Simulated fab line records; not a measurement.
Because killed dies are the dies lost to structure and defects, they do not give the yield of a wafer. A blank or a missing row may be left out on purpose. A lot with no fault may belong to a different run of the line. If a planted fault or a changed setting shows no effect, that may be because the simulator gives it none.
fab line records :: flow n5Finfet :: part 2 of 2: steps 23 to 31 of 31
[record]
  lots = 5
  wafers = 15
  lastDay = 16
route steps=1938 shown BEOL_M5@1113
lots that met no fault: from a run of the same line without faults
startH: hours from the record's first day to the start of the lot's first wafer shown :: waitH: hours since the lot's step before :: " identical to the entry in the row above :: L1.1+2: several wafers, shown together as one row :: - no value present, or no start provided :: * or withheld: withheld :: < > ~ a bound
route shown NAME@n: names a module that has steps shown in the file, with the first one's number in the route :: usual: the fault-free wafers' mean and standard deviation :: same: alike in all rows :: chamber/n: place in a boat :: sites: the reading at each site :: _std_site: their standard deviation :: _edge_site: outer sites' mean less inner sites' :: radiusMm: for every site, how far away it sits from the centre of the wafer :: mask NAME#n: copy n :: behind: the most recent tool/chamber to have shaped the wafer :: hold: what put the lot on hold/how long, in hours/how the hold closed :: device: the transistor (n, p or np) that didn't switch :: end of line: tests of these same wafers at the route's end :: for a step that has no rows: nothing shown but its recipe :: killed: the dies lost at the first sort to structure and to defects; this is not the yield of the wafer :: map: shows each die of a wafer: x if killed, . if not, _ if none is there
set.NAME: the run value of the setting; set.NAME@STEP: its run value at that earlier step :: model.NAME: the simulator's own value behind a step, which no gauge read
lots at selected steps of the route; one table per step, one row per wafer
services: when a tool's chamber went out of use (startH, in hours from the record's first day, below 0 if earlier), for how many hours, and the reason
[[steps]]
[step N5_BEOL_M5_STRIP_64]
[recipe]
  chemistry = CF4
  resist = SiARC
  powerW = 300
  biasPowerW = 75
  pressureMtorr = 50
  cf4FlowSccm = 150
  rfFrequencyHz = 6e+07
[usual]
  drypumpMotorCurrentA = 5.6/0.45
  oesProductAu = 0.79/0.08
  rfVppV = 271.0/1.7
  showerheadPlenumPTorr = 1.79/0.068
  throttleValvePct = 13.51/0.26
lot.wafer: L075.1
tool: rieDiel-05
chamber: 1
startH: 186.49
waitH: 0.0
drypumpMotorCurrentA: 5.5
oesProductAu: 0.73
rfHoursCounterH: 168
rfVppV: 269.9
showerheadPlenumPTorr: 1.72
throttleValvePct: 13.45

lot.wafer: L075.3
tool: rieDiel-05
chamber: 2
startH: 186.49
waitH: 0.0
drypumpMotorCurrentA: 5.8
oesProductAu: 0.74
rfHoursCounterH: 141
rfVppV: 272.6
showerheadPlenumPTorr: 1.79
throttleValvePct: 13.69

lot.wafer: L075.5
tool: rieDiel-05
chamber: 3
startH: 186.49
waitH: 0.0
drypumpMotorCurrentA: 5.4
oesProductAu: 0.80
rfHoursCounterH: -
rfVppV: 270.3
showerheadPlenumPTorr: 1.80
throttleValvePct: 13.54

lot.wafer: L076.1
tool: rieDiel-03
chamber: 0
startH: 194.07
waitH: 0.0
drypumpMotorCurrentA: 5.8
oesProductAu: 0.72
rfHoursCounterH: 178
rfVppV: 273.8
showerheadPlenumPTorr: 1.86
throttleValvePct: 14.00

lot.wafer: L076.2
tool: rieDiel-03
chamber: 3
startH: 194.07
waitH: 0.0
drypumpMotorCurrentA: 5.9
oesProductAu: 0.88
rfHoursCounterH: 27
rfVppV: 272.1
showerheadPlenumPTorr: 1.83
throttleValvePct: 13.38

lot.wafer: L076.5
tool: rieDiel-03
chamber: 1
startH: 194.07
waitH: 0.0
drypumpMotorCurrentA: 4.9
oesProductAu: 0.93
rfHoursCounterH: -
rfVppV: 271.7
showerheadPlenumPTorr: 1.84
throttleValvePct: 13.35

lot.wafer: L085.1
tool: rieDiel-04
chamber: 3
startH: 245.10
waitH: 0.0
drypumpMotorCurrentA: 5.4
oesProductAu: 0.82
rfHoursCounterH: 53
rfVppV: 272.8
showerheadPlenumPTorr: 1.90
throttleValvePct: 13.14

lot.wafer: L085.2
tool: rieDiel-04
chamber: 0
startH: 245.10
waitH: 0.0
drypumpMotorCurrentA: 6.3
oesProductAu: 0.82
rfHoursCounterH: 65
rfVppV: 270.3
showerheadPlenumPTorr: 1.74
throttleValvePct: 13.64

lot.wafer: L085.4
tool: rieDiel-04
chamber: 2
startH: 245.10
waitH: 0.0
drypumpMotorCurrentA: 5.0
oesProductAu: 0.73
rfHoursCounterH: -
rfVppV: 269.4
showerheadPlenumPTorr: 1.70
throttleValvePct: 13.62

lot.wafer: L087.3
tool: rieDiel-05
chamber: 1
startH: 258.81
waitH: 0.0
drypumpMotorCurrentA: 5.5
oesProductAu: 0.72
rfHoursCounterH: 186
rfVppV: 269.0
showerheadPlenumPTorr: 1.71
throttleValvePct: 13.49

lot.wafer: L087.4
tool: rieDiel-05
chamber: 0
startH: 258.81
waitH: 0.0
drypumpMotorCurrentA: 6.1
oesProductAu: 0.88
rfHoursCounterH: 50
rfVppV: 270.6
showerheadPlenumPTorr: 1.75
throttleValvePct: 13.11

lot.wafer: L087.6
tool: rieDiel-05
chamber: 1
startH: 258.81
waitH: 0.0
drypumpMotorCurrentA: 5.5
oesProductAu: 0.72
rfHoursCounterH: -
rfVppV: 268.5
showerheadPlenumPTorr: 1.71
throttleValvePct: 13.48

lot.wafer: L088.2
tool: rieDiel-03
chamber: 1
startH: 258.93
waitH: 0.0
drypumpMotorCurrentA: 4.9
oesProductAu: 0.89
rfHoursCounterH: 29
rfVppV: 271.8
showerheadPlenumPTorr: 1.83
throttleValvePct: 13.39

lot.wafer: L088.3
tool: rieDiel-03
chamber: 3
startH: 258.93
waitH: 0.0
drypumpMotorCurrentA: 5.9
oesProductAu: 0.84
rfHoursCounterH: 48
rfVppV: 270.6
showerheadPlenumPTorr: 1.83
throttleValvePct: 13.44

lot.wafer: L088.4
tool: rieDiel-03
chamber: 2
startH: 258.93
waitH: 0.0
drypumpMotorCurrentA: 6.0
oesProductAu: 0.69
rfHoursCounterH: 242
rfVppV: 268.6
showerheadPlenumPTorr: 1.70
throttleValvePct: 13.69
[step N5_BEOL_M5_HM_OPEN_17]
[recipe]
  chemistry = Cl2/BCl3
  targetDepthA = 200
  overetchA = 60
  target = TiN
  maskMaterial = SOC
  ionEnergyEv = 150
  pressureMtorr = 10
  icpW = 1000
  biasW = 126
  Cl2_flow_sccm = 53.25
  bcl3FlowSccm = 21.75
  Ar_flow_sccm = 25
[usual]
  biasW = 126.1/0.41
  drypumpMotorCurrentA = 5.81/0.17
  oesProductAu = 0.66/0.039
  throttleValvePct = 22.1/0.3
lot.wafer: L075.1
tool: rieMetal-02
chamber: 1
startH: 186.54
waitH: 0.0
biasW: 126.1
drypumpMotorCurrentA: 5.47
oesProductAu: 0.65
rfHoursCounterH: 39
throttleValvePct: 22.0

lot.wafer: L075.3
tool: rieMetal-02
chamber: 0
startH: 186.54
waitH: 0.0
biasW: 126.5
drypumpMotorCurrentA: 5.63
oesProductAu: 0.67
rfHoursCounterH: -
throttleValvePct: 22.0

lot.wafer: L075.5
tool: rieMetal-02
chamber: 0
startH: 186.54
waitH: 0.0
biasW: 126.5
drypumpMotorCurrentA: 5.63
oesProductAu: 0.67
rfHoursCounterH: -
throttleValvePct: 22.0

lot.wafer: L076.1
tool: rieMetal-03
chamber: 0
startH: 194.11
waitH: 0.0
biasW: 125.8
drypumpMotorCurrentA: 6.03
oesProductAu: 0.63
rfHoursCounterH: 59
throttleValvePct: 21.9

lot.wafer: L076.2
tool: rieMetal-03
chamber: 1
startH: 194.11
waitH: 0.0
biasW: 125.0
drypumpMotorCurrentA: 6.03
oesProductAu: 0.78
rfHoursCounterH: 4
throttleValvePct: 22.4

lot.wafer: L076.5
tool: rieMetal-03
chamber: 0
startH: 194.11
waitH: 0.0
biasW: 125.7
drypumpMotorCurrentA: 6.02
oesProductAu: 0.62
rfHoursCounterH: -
throttleValvePct: 21.9

lot.wafer: L085.1
tool: rieMetal-01
chamber: 0
startH: 245.14
waitH: 0.0
biasW: 126.1
drypumpMotorCurrentA: 5.82
oesProductAu: 0.64
rfHoursCounterH: 48
throttleValvePct: 21.8

lot.wafer: L085.2
tool: rieMetal-01
chamber: 1
startH: 245.14
waitH: 0.0
biasW: 126.3
drypumpMotorCurrentA: 5.79
oesProductAu: 0.64
rfHoursCounterH: 45
throttleValvePct: 22.5

lot.wafer: L085.4
tool: rieMetal-01
chamber: 0
startH: 245.14
waitH: 0.0
biasW: 125.7
drypumpMotorCurrentA: 5.81
oesProductAu: 0.63
rfHoursCounterH: -
throttleValvePct: 21.8

lot.wafer: L087.3
tool: rieMetal-01
chamber: 1
startH: 258.89
waitH: 0.1
biasW: 126.5
drypumpMotorCurrentA: 5.77
oesProductAu: 0.63
rfHoursCounterH: -
throttleValvePct: 22.5

lot.wafer: L087.4
tool: rieMetal-01
chamber: 0
startH: 258.89
waitH: 0.1
biasW: 125.8
drypumpMotorCurrentA: 5.87
oesProductAu: 0.64
rfHoursCounterH: -
throttleValvePct: 21.8

lot.wafer: L087.6
tool: rieMetal-01
chamber: 1
startH: 258.89
waitH: 0.1
biasW: 126.7
drypumpMotorCurrentA: 5.77
oesProductAu: 0.64
rfHoursCounterH: -
throttleValvePct: 22.5

lot.wafer: L088.2
tool: rieMetal-01
chamber: 0
startH: 258.97
waitH: 0.0
biasW: 127.2
drypumpMotorCurrentA: 5.82
oesProductAu: 0.66
rfHoursCounterH: 49
throttleValvePct: 21.8

lot.wafer: L088.3
tool: rieMetal-01
chamber: 1
startH: 258.97
waitH: 0.0
biasW: 126.4
drypumpMotorCurrentA: 5.85
oesProductAu: 0.65
rfHoursCounterH: -
throttleValvePct: 22.5

lot.wafer: L088.4
tool: rieMetal-01
chamber: 0
startH: 258.97
waitH: 0.0
biasW: 126.5
drypumpMotorCurrentA: 5.79
oesProductAu: 0.64
rfHoursCounterH: -
throttleValvePct: 21.8
[step N5_BEOL_M5_STRIP_19]
[recipe]
  chemistry = O2
  powerW = 400
  tempC = 40
  pressureMtorr = 30
  rfFrequencyHz = 6e+07
  biasPowerW = 0
  overashFraction = 0.2
  o2FlowSccm = 225
[usual]
  drypumpMotorCurrentA = 5.6/0.43
  oesProductAu = 0.81/0.095
  rfVppV = 3.6/0.46
  showerheadPlenumPTorr = 2.11/0.081
  throttleValvePct = 16.68/0.29
lot.wafer: L075.1
tool: rieDiel-05
chamber: 0
startH: 186.74
waitH: 0.2
drypumpMotorCurrentA: 6.1
oesProductAu: 0.92
rfHoursCounterH: 28
rfVppV: 4.0
showerheadPlenumPTorr: 2.06
throttleValvePct: 16.22

lot.wafer: L075.3
tool: rieDiel-05
chamber: 3
startH: 186.74
waitH: 0.2
drypumpMotorCurrentA: 5.4
oesProductAu: 0.82
rfHoursCounterH: 80
rfVppV: 3.3
showerheadPlenumPTorr: 2.13
throttleValvePct: 16.82

lot.wafer: L075.5
tool: rieDiel-05
chamber: 0
startH: 186.74
waitH: 0.2
drypumpMotorCurrentA: 6.0
oesProductAu: 0.92
rfHoursCounterH: -
rfVppV: 4.1
showerheadPlenumPTorr: 2.06
throttleValvePct: 16.22

lot.wafer: L076.1
tool: rieDiel-03
chamber: 0
startH: 194.23
waitH: 0.1
drypumpMotorCurrentA: 5.8
oesProductAu: 0.71
rfHoursCounterH: 178
rfVppV: 4.0
showerheadPlenumPTorr: 2.20
throttleValvePct: 17.23

lot.wafer: L076.2
tool: rieDiel-03
chamber: 1
startH: 194.23
waitH: 0.1
drypumpMotorCurrentA: 4.9
oesProductAu: 0.95
rfHoursCounterH: 8
rfVppV: 3.8
showerheadPlenumPTorr: 2.15
throttleValvePct: 16.51

lot.wafer: L076.5
tool: rieDiel-03
chamber: 1
startH: 194.23
waitH: 0.1
drypumpMotorCurrentA: 4.9
oesProductAu: 0.95
rfHoursCounterH: -
rfVppV: 3.7
showerheadPlenumPTorr: 2.15
throttleValvePct: 16.50

lot.wafer: L085.1
tool: rieDiel-04
chamber: 2
startH: 245.25
waitH: 0.1
drypumpMotorCurrentA: 5.0
oesProductAu: 0.72
rfHoursCounterH: 194
rfVppV: 3.4
showerheadPlenumPTorr: 1.99
throttleValvePct: 16.67

lot.wafer: L085.2
tool: rieDiel-04
chamber: 0
startH: 245.25
waitH: 0.1
drypumpMotorCurrentA: 6.3
oesProductAu: 0.83
rfHoursCounterH: 65
rfVppV: 3.8
showerheadPlenumPTorr: 2.02
throttleValvePct: 16.75

lot.wafer: L085.4
tool: rieDiel-04
chamber: 3
startH: 245.25
waitH: 0.1
drypumpMotorCurrentA: 5.4
oesProductAu: 0.85
rfHoursCounterH: -
rfVppV: 4.3
showerheadPlenumPTorr: 2.23
throttleValvePct: 16.22

lot.wafer: L087.3
tool: rieDiel-05
chamber: 0
startH: 258.97
waitH: 0.1
drypumpMotorCurrentA: 6.0
oesProductAu: 0.88
rfHoursCounterH: 50
rfVppV: 4.0
showerheadPlenumPTorr: 2.05
throttleValvePct: 16.25

lot.wafer: L087.4
tool: rieDiel-05
chamber: 3
startH: 258.97
waitH: 0.1
drypumpMotorCurrentA: 5.4
oesProductAu: 0.80
rfHoursCounterH: 102
rfVppV: 3.8
showerheadPlenumPTorr: 2.13
throttleValvePct: 16.86

lot.wafer: L087.6
tool: rieDiel-05
chamber: 2
startH: 258.97
waitH: 0.1
drypumpMotorCurrentA: 5.8
oesProductAu: 0.72
rfHoursCounterH: -
rfVppV: 3.4
showerheadPlenumPTorr: 2.11
throttleValvePct: 16.97

lot.wafer: L088.2
tool: rieDiel-05
chamber: 2
startH: 259.08
waitH: 0.1
drypumpMotorCurrentA: 5.8
oesProductAu: 0.72
rfHoursCounterH: 163
rfVppV: 3.7
showerheadPlenumPTorr: 2.11
throttleValvePct: 16.98

lot.wafer: L088.3
tool: rieDiel-05
chamber: 1
startH: 259.08
waitH: 0.1
drypumpMotorCurrentA: 5.5
oesProductAu: 0.73
rfHoursCounterH: 186
rfVppV: 4.3
showerheadPlenumPTorr: 2.01
throttleValvePct: 16.59

lot.wafer: L088.4
tool: rieDiel-05
chamber: 3
startH: 259.08
waitH: 0.1
drypumpMotorCurrentA: 5.4
oesProductAu: 0.79
rfHoursCounterH: 102
rfVppV: 3.3
showerheadPlenumPTorr: 2.13
throttleValvePct: 16.86
[step N5_BEOL_M5_CD_MEAS_18]
[recipe]
  pitchNm = 56
  targetCdNm = 28
[usual]
  cdNm = 27.8/0.32
lot.wafer: L075.1
tool: cdSem-01
chamber: -
startH: 186.81
waitH: 0.0
cdNm: 27.7

lot.wafer: L075.3
tool: cdSem-01
chamber: -
startH: 186.81
waitH: 0.0
cdNm: 27.6

lot.wafer: L075.5
tool: cdSem-01
chamber: -
startH: 186.81
waitH: 0.0
cdNm: 28.2

lot.wafer: L076.1
tool: cdSem-01
chamber: -
startH: 194.29
waitH: 0.0
cdNm: 28.2

lot.wafer: L076.2
tool: cdSem-01
chamber: -
startH: 194.29
waitH: 0.0
cdNm: 27.8

lot.wafer: L076.5
tool: cdSem-01
chamber: -
startH: 194.29
waitH: 0.0
cdNm: 28.1

lot.wafer: L085.1
tool: cdSem-03
chamber: -
startH: 245.32
waitH: 0.0
cdNm: 28.1

lot.wafer: L085.2
tool: cdSem-03
chamber: -
startH: 245.32
waitH: 0.0
cdNm: 28.1

lot.wafer: L085.4
tool: cdSem-03
chamber: -
startH: 245.32
waitH: 0.0
cdNm: 28.1

lot.wafer: L087.3
tool: cdSem-03
chamber: -
startH: 259.04
waitH: 0.1
cdNm: 27.6

lot.wafer: L087.4
tool: cdSem-03
chamber: -
startH: 259.04
waitH: 0.1
cdNm: 27.6

lot.wafer: L087.6
tool: cdSem-03
chamber: -
startH: 259.04
waitH: 0.1
cdNm: 28.0

lot.wafer: L088.2
tool: cdSem-03
chamber: -
startH: 259.15
waitH: 0.1
cdNm: 28.3

lot.wafer: L088.3
tool: cdSem-03
chamber: -
startH: 259.15
waitH: 0.1
cdNm: 27.7

lot.wafer: L088.4
tool: cdSem-03
chamber: -
startH: 259.15
waitH: 0.1
cdNm: 27.9
[step N5_BEOL_M5_COAT_65]
[recipe]
  resist = SOC
  tempC = 250
  timeS = 60
  spinRpm = 1500
  resistThkNm = 60
[usual]
  dispensePressureKPa = 46.7/1.8
lot.wafer: L075.1
tool: lithoTrack-01
chamber: 0
startH: 187.07
waitH: 0.3
dispensePressureKPa: 45.2

lot.wafer: L075.3
tool: lithoTrack-01
chamber: 0
startH: 187.07
waitH: 0.3
dispensePressureKPa: 45.2

lot.wafer: L075.5
tool: lithoTrack-01
chamber: 0
startH: 187.07
waitH: 0.3
dispensePressureKPa: 45.2

lot.wafer: L076.1
tool: lithoTrack-01
chamber: 0
startH: 194.33
waitH: 0.0
dispensePressureKPa: 45.2

lot.wafer: L076.2
tool: lithoTrack-01
chamber: 0
startH: 194.33
waitH: 0.0
dispensePressureKPa: 45.2

lot.wafer: L076.5
tool: lithoTrack-01
chamber: 0
startH: 194.33
waitH: 0.0
dispensePressureKPa: 45.2

lot.wafer: L085.1
tool: lithoTrack-01
chamber: 0
startH: 246.25
waitH: 0.9
dispensePressureKPa: 45.3

lot.wafer: L085.2
tool: lithoTrack-01
chamber: 0
startH: 246.25
waitH: 0.9
dispensePressureKPa: 45.2

lot.wafer: L085.4
tool: lithoTrack-01
chamber: 0
startH: 246.25
waitH: 0.9
dispensePressureKPa: 45.2

lot.wafer: L087.3
tool: lithoTrack-01
chamber: 0
startH: 259.81
waitH: 0.8
dispensePressureKPa: 45.2

lot.wafer: L087.4
tool: lithoTrack-01
chamber: 0
startH: 259.81
waitH: 0.8
dispensePressureKPa: 45.2

lot.wafer: L087.6
tool: lithoTrack-01
chamber: 0
startH: 259.81
waitH: 0.8
dispensePressureKPa: 45.2

lot.wafer: L088.2
tool: lithoTrack-04
chamber: 0
startH: 259.81
waitH: 0.7
dispensePressureKPa: 46.1

lot.wafer: L088.3
tool: lithoTrack-04
chamber: 0
startH: 259.81
waitH: 0.7
dispensePressureKPa: 46.1

lot.wafer: L088.4
tool: lithoTrack-04
chamber: 0
startH: 259.81
waitH: 0.7
dispensePressureKPa: 46.1
[step N5_BEOL_M5_COAT_66]
[recipe]
  resist = SiARC
  tempC = 220
  timeS = 60
  spinRpm = 1500
  resistThkNm = 12
[usual]
  dispensePressureKPa = 46.7/1.9
lot.wafer: L075.1
tool: lithoTrack-01
chamber: 0
startH: -
waitH: -
dispensePressureKPa: 45.2

lot.wafer: L075.3
tool: lithoTrack-01
chamber: 0
startH: -
waitH: -
dispensePressureKPa: 45.2

lot.wafer: L075.5
tool: lithoTrack-01
chamber: 0
startH: -
waitH: -
dispensePressureKPa: 45.3

lot.wafer: L076.1
tool: lithoTrack-01
chamber: 0
startH: -
waitH: -
dispensePressureKPa: 45.2

lot.wafer: L076.2
tool: lithoTrack-01
chamber: 0
startH: -
waitH: -
dispensePressureKPa: 45.2

lot.wafer: L076.5
tool: lithoTrack-01
chamber: 0
startH: -
waitH: -
dispensePressureKPa: 45.2

lot.wafer: L085.1
tool: lithoTrack-01
chamber: 0
startH: -
waitH: -
dispensePressureKPa: 45.3

lot.wafer: L085.2
tool: lithoTrack-01
chamber: 0
startH: -
waitH: -
dispensePressureKPa: 45.2

lot.wafer: L085.4
tool: lithoTrack-01
chamber: 0
startH: -
waitH: -
dispensePressureKPa: 45.3

lot.wafer: L087.3
tool: lithoTrack-01
chamber: 0
startH: -
waitH: -
dispensePressureKPa: 45.2

lot.wafer: L087.4
tool: lithoTrack-01
chamber: 0
startH: -
waitH: -
dispensePressureKPa: 45.3

lot.wafer: L087.6
tool: lithoTrack-01
chamber: 0
startH: -
waitH: -
dispensePressureKPa: 45.3

lot.wafer: L088.2
tool: lithoTrack-04
chamber: 0
startH: -
waitH: -
dispensePressureKPa: 46.1

lot.wafer: L088.3
tool: lithoTrack-04
chamber: 0
startH: -
waitH: -
dispensePressureKPa: 46.1

lot.wafer: L088.4
tool: lithoTrack-04
chamber: 0
startH: -
waitH: -
dispensePressureKPa: 46.1
[step N5_BEOL_M5_COAT_74]
[recipe]
  resist = underlayer
  tempC = 205
  timeS = 60
  spinRpm = 1500
  resistThkNm = 5
[usual]
  dispensePressureKPa = 46.7/1.8
lot.wafer: L075.1
tool: lithoTrack-01
chamber: 0
startH: -
waitH: -
dispensePressureKPa: 45.2

lot.wafer: L075.3
tool: lithoTrack-01
chamber: 0
startH: -
waitH: -
dispensePressureKPa: 45.3

lot.wafer: L075.5
tool: lithoTrack-01
chamber: 0
startH: -
waitH: -
dispensePressureKPa: 45.2

lot.wafer: L076.1
tool: lithoTrack-01
chamber: 0
startH: -
waitH: -
dispensePressureKPa: 45.2

lot.wafer: L076.2
tool: lithoTrack-01
chamber: 0
startH: -
waitH: -
dispensePressureKPa: 45.2

lot.wafer: L076.5
tool: lithoTrack-01
chamber: 0
startH: -
waitH: -
dispensePressureKPa: 45.2

lot.wafer: L085.1
tool: lithoTrack-01
chamber: 0
startH: -
waitH: -
dispensePressureKPa: 45.3

lot.wafer: L085.2
tool: lithoTrack-01
chamber: 0
startH: -
waitH: -
dispensePressureKPa: 45.3

lot.wafer: L085.4
tool: lithoTrack-01
chamber: 0
startH: -
waitH: -
dispensePressureKPa: 45.2

lot.wafer: L087.3
tool: lithoTrack-01
chamber: 0
startH: -
waitH: -
dispensePressureKPa: 45.3

lot.wafer: L087.4
tool: lithoTrack-01
chamber: 0
startH: -
waitH: -
dispensePressureKPa: 45.3

lot.wafer: L087.6
tool: lithoTrack-01
chamber: 0
startH: -
waitH: -
dispensePressureKPa: 45.3

lot.wafer: L088.2
tool: lithoTrack-04
chamber: 0
startH: -
waitH: -
dispensePressureKPa: 46.1

lot.wafer: L088.3
tool: lithoTrack-04
chamber: 0
startH: -
waitH: -
dispensePressureKPa: 46.1

lot.wafer: L088.4
tool: lithoTrack-04
chamber: 0
startH: -
waitH: -
dispensePressureKPa: 46.1
[step N5_BEOL_M5_COAT_22]
[recipe]
  resist = CAR-EUV
  spinRpm = 1500
  resistThkNm = 30
[usual]
  dispensePressureKPa = 46.7/1.8
lot.wafer: L075.1
tool: lithoTrack-01
chamber: 0
startH: -
waitH: -
dispensePressureKPa: 45.3

lot.wafer: L075.3
tool: lithoTrack-01
chamber: 0
startH: -
waitH: -
dispensePressureKPa: 45.3

lot.wafer: L075.5
tool: lithoTrack-01
chamber: 0
startH: -
waitH: -
dispensePressureKPa: 45.3

lot.wafer: L076.1
tool: lithoTrack-01
chamber: 0
startH: -
waitH: -
dispensePressureKPa: 45.3

lot.wafer: L076.2
tool: lithoTrack-01
chamber: 0
startH: -
waitH: -
dispensePressureKPa: 45.3

lot.wafer: L076.5
tool: lithoTrack-01
chamber: 0
startH: -
waitH: -
dispensePressureKPa: 45.3

lot.wafer: L085.1
tool: lithoTrack-01
chamber: 0
startH: -
waitH: -
dispensePressureKPa: 45.2

lot.wafer: L085.2
tool: lithoTrack-01
chamber: 0
startH: -
waitH: -
dispensePressureKPa: 45.3

lot.wafer: L085.4
tool: lithoTrack-01
chamber: 0
startH: -
waitH: -
dispensePressureKPa: 45.3

lot.wafer: L087.3
tool: lithoTrack-01
chamber: 0
startH: -
waitH: -
dispensePressureKPa: 45.2

lot.wafer: L087.4
tool: lithoTrack-01
chamber: 0
startH: -
waitH: -
dispensePressureKPa: 45.3

lot.wafer: L087.6
tool: lithoTrack-01
chamber: 0
startH: -
waitH: -
dispensePressureKPa: 45.2

lot.wafer: L088.2
tool: lithoTrack-04
chamber: 0
startH: -
waitH: -
dispensePressureKPa: 46.1

lot.wafer: L088.3
tool: lithoTrack-04
chamber: 0
startH: -
waitH: -
dispensePressureKPa: 46.1

lot.wafer: L088.4
tool: lithoTrack-04
chamber: 0
startH: -
waitH: -
dispensePressureKPa: 46.2
[step N5_BEOL_M5_EBR_24]
[recipe]
  solvent = PGMEA
  ebrWidthMm = 1.5
[same]
  ebrWidthMm = 1.5
lot.wafer: L075.1+3+5
tool: lithoTrack-01
chamber: 0
startH: -
waitH: -

lot.wafer: L076.1+2+5
tool: lithoTrack-01
chamber: 0
startH: -
waitH: -

lot.wafer: L085.1+2+4
tool: lithoTrack-01
chamber: 0
startH: -
waitH: -

lot.wafer: L087.3+4+6
tool: lithoTrack-01
chamber: 0
startH: -
waitH: -

lot.wafer: L088.2+3+4
tool: lithoTrack-04
chamber: 0
startH: -
waitH: -
[[services]]
tool: euvScanner-02
chamber: -
startH: 159.97
hours: 0.4
kind: repair

tool: rieDiel-03
chamber: 2
startH: 161.67
hours: 4.7
kind: repair

tool: lithoTrack-01
chamber: -
startH: 170.54
hours: -
kind: consumableReplace:filter

tool: euvScanner-02
chamber: -
startH: 181.53
hours: 1.0
kind: pm

tool: rieMetal-03
chamber: -
startH: 185.18
hours: 1.4
kind: pm

tool: pecvd-01
chamber: 2
startH: 187.26
hours: 6.8
kind: repair

tool: uvCure-01
chamber: -
startH: 191.04
hours: 1.0
kind: pm

tool: euvScanner-01
chamber: -
startH: 194.85
hours: 1.0
kind: pm

tool: rieDiel-04
chamber: -
startH: 199.56
hours: 1.0
kind: repair

tool: pecvd-04
chamber: 2
startH: 202.38
hours: -
kind: clean

tool: pecvd-04
chamber: 2
startH: 202.38
hours: -
kind: consumableReplace:showerhead

tool: pecvd-04
chamber: 2
startH: 202.38
hours: 29.0
kind: scheduledDown

tool: pecvd-04
chamber: 2
startH: 202.38
hours: 29.0
kind: ventCycle

tool: rieMetal-03
chamber: -
startH: 211.04
hours: 2.8
kind: pm

tool: euvScanner-02
chamber: -
startH: 216.93
hours: 4.6
kind: pm

tool: euvScanner-01
chamber: -
startH: 221.53
hours: 4.6
kind: pm

tool: rieDiel-04
chamber: 1
startH: 231.91
hours: -
kind: clean

tool: rieDiel-04
chamber: 1
startH: 231.91
hours: -
kind: consumableReplace:focusRing

tool: rieDiel-04
chamber: 1
startH: 231.91
hours: 14.9
kind: scheduledDown

tool: rieDiel-04
chamber: 1
startH: 231.91
hours: 14.9
kind: ventCycle

tool: euvScanner-02
chamber: -
startH: 237.68
hours: 1.0
kind: pm

tool: rieDiel-05
chamber: -
startH: 243.98
hours: 0.4
kind: repair

tool: rieDiel-05
chamber: 1
startH: 248.26
hours: 8.4
kind: repair

tool: euvScanner-01
chamber: -
startH: 251.00
hours: 1.0
kind: pm
